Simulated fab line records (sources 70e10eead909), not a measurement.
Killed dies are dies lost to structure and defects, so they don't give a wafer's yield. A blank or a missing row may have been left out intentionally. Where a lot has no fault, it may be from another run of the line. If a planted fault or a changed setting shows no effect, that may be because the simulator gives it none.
Chamber matching :: flow nand-harc :: NHARC_A_BLC_CMP_25 on cmp-02: 4 sister chambers
The step polishes, t overpolish 30 s, target thk 150 nm. 16 wafers are shown with their chamber, then 8 later ones without.

== WAFERS, EACH WITH ITS CHAMBER ==
wafer: L711.3
chamber: 2
overpolish-run-s (s): 29.985
time-to-endpoint-s (s): 31.2
motor-current-A (A): 11.5

wafer: L711.4
chamber: 0
overpolish-run-s (s): 30.007
time-to-endpoint-s (s): 30.4
motor-current-A (A): 11.0

wafer: L711.5
chamber: 1
overpolish-run-s (s): 30.004
time-to-endpoint-s (s): 29.8
motor-current-A (A): 11.6

wafer: L712.1
chamber: 0
overpolish-run-s (s): 30.007
time-to-endpoint-s (s): 31.0
motor-current-A (A): 11.5

wafer: L712.3
chamber: 3
overpolish-run-s (s): 30.011
time-to-endpoint-s (s): 28.7
motor-current-A (A): 11.9

wafer: L712.4
chamber: 2
overpolish-run-s (s): 30.013
time-to-endpoint-s (s): 29.6
motor-current-A (A): 11.9

wafer: L718.3
chamber: 1
overpolish-run-s (s): 30.002
time-to-endpoint-s (s): 28.7
motor-current-A (A): 12.1

wafer: L718.5
chamber: 1
overpolish-run-s (s): 30.002
time-to-endpoint-s (s): 29.6
motor-current-A (A): 12.2

wafer: L718.6
chamber: 0
overpolish-run-s (s): 30.003
time-to-endpoint-s (s): 28.5
motor-current-A (A): 11.3

wafer: L721.3
chamber: 1
overpolish-run-s (s): 30.007
time-to-endpoint-s (s): 26.3
motor-current-A (A): 10.8

wafer: L721.5
chamber: 0
overpolish-run-s (s): 30.005
time-to-endpoint-s (s): 26.6
motor-current-A (A): 11.9

wafer: L721.6
chamber: 3
overpolish-run-s (s): 30.016
time-to-endpoint-s (s): 28.4
motor-current-A (A): 11.9

wafer: L727.1
chamber: 0
overpolish-run-s (s): 29.996
time-to-endpoint-s (s): 31.4
motor-current-A (A): 11.7

wafer: L727.5
chamber: 1
overpolish-run-s (s): 30.014
time-to-endpoint-s (s): 33.8
motor-current-A (A): 12.1

wafer: L727.6
chamber: 2
overpolish-run-s (s): 30.002
time-to-endpoint-s (s): 31.5
motor-current-A (A): 11.7

wafer: L728.1
chamber: 2
overpolish-run-s (s): 29.994
time-to-endpoint-s (s): 32.0
motor-current-A (A): 11.5

SIGNATURES (averages over the wafers above)
reading: overpolish-run-s
chamber 0: 30.00360
chamber 1: 30.00580
chamber 2: 29.99850
chamber 3: 30.01350
scatter within a chamber: 0.0072

reading: time-to-endpoint-s
chamber 0: 29.580
chamber 1: 29.640
chamber 2: 31.075
chamber 3: 28.550
scatter within a chamber: 2.01

reading: motor-current-A
chamber 0: 11.480
chamber 1: 11.760
chamber 2: 11.650
chamber 3: 11.900
scatter within a chamber: 0.405
Rule: for a wafer and a chamber, the distance is found by dividing, reading by reading, the gap between the wafer's reading and the chamber's mean by the reading's scatter, squaring, summing and taking the root. The wafer belongs to the nearest chamber; if the next one is less than 2 further off, it can't be placed. The scatter is the square root of a quotient: the sum, over the shown wafers, of each reading's squared deviation from its chamber's mean, divided by wafers minus chambers.

== WAFERS MISSING THEIR CHAMBER ==
wafer: L728.2
overpolish-run-s (s): 30.012
time-to-endpoint-s (s): 27.3
motor-current-A (A): 11.6

wafer: L728.5
overpolish-run-s (s): 30.020
time-to-endpoint-s (s): 29.9
motor-current-A (A): 11.6

wafer: L730.2
overpolish-run-s (s): 29.996
time-to-endpoint-s (s): 35.4
motor-current-A (A): 11.5

wafer: L730.3
overpolish-run-s (s): 29.991
time-to-endpoint-s (s): 33.3
motor-current-A (A): 11.2

wafer: L730.4
overpolish-run-s (s): 29.995
time-to-endpoint-s (s): 33.2
motor-current-A (A): 11.9

wafer: L731.2
overpolish-run-s (s): 30.012
time-to-endpoint-s (s): 28.5
motor-current-A (A): 11.2

wafer: L731.3
overpolish-run-s (s): 30.012
time-to-endpoint-s (s): 30.8
motor-current-A (A): 11.4

wafer: L731.6
overpolish-run-s (s): 29.998
time-to-endpoint-s (s): 28.6
motor-current-A (A): 11.5

== CHAMBER TAKEN BY EACH ==
wafer: L728.2
from the rows above: can't be placed: 3 or 1 or 0 or 2
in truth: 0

wafer: L728.5
from the rows above: can't be placed: 3 or 1 or 0 or 2
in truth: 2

wafer: L730.2
from the rows above: can't be placed: 2 or 0 or 1
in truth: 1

wafer: L730.3
from the rows above: can't be placed: 2 or 0 or 1
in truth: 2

wafer: L730.4
from the rows above: can't be placed: 2 or 1 or 0
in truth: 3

wafer: L731.2
from the rows above: can't be placed: 0 or 1 or 3 or 2
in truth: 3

wafer: L731.3
from the rows above: can't be placed: 0 or 1 or 3 or 2
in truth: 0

wafer: L731.6
from the rows above: can't be placed: 0 or 2 or 1 or 3
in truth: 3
Correct placement for 0 of the 8. Can't be placed from these rows: 8 (the true chamber is among the candidates in 7). 0 placed wrongly.
